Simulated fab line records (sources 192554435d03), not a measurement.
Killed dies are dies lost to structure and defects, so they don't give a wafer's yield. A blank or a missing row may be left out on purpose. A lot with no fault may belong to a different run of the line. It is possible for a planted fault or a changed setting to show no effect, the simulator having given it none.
Matching of chambers	flow n5 finfet	N5_PASSIVATION_ETCH_54 on rie diel-04: 4 sister chambers
The step etches SiO2 in CHF3/O2, target depth 880 nm, time 440 s. 8 wafers are shown with their chamber, then 8 later ones without.

## WAFERS PAIRED WITH THEIR CHAMBERS
wafer	chamber	rf vpp V (V)	drypump motor current A (A)
L287.6	3	497	6.5
L290.2	3	497	6.6
L290.3	0	528	5.7
L290.4	2	542	4.9
L289.2	1	545	6.4
L289.4	0	529	5.8
L289.6	1	545	6.4
L297.3	2	540	4.9

## WAFERS WHOSE CHAMBER IS MISSING
wafer	rf vpp V (V)	drypump motor current A (A)
L297.4	546	6.4
L297.5	540	4.9
L298.2	526	5.7
L298.3	497	6.5
L298.5	546	6.4
L306.2	496	6.5
L306.3	527	5.8
L306.5	546	6.4

## THE CHAMBER EACH PASSED THROUGH
wafer	from the rows above	in truth
L297.4	1	1
L297.5	2	2
L298.2	0	0
L298.3	3	3
L298.5	1	1
L306.2	3	3
L306.3	0	0
L306.5	1	1
Correctly placed: 8 of 8. Left unplaced by these rows: 0. Placed wrongly: 0.
How it was worked out, from the rows above alone: a wafer's distance from a chamber is the root of the sum, over the readings, of the square of ((its reading less the chamber's mean) divided by the reading's scatter). The wafer belongs to the nearest chamber; if the next one is less than 2 further off, it can't be placed. For every chamber, the mean is computed from those of its wafers that are shown. The scatter is the square root of a quotient: the sum, over the shown wafers, of each reading's squared deviation from its chamber's mean, divided by wafers minus chambers.
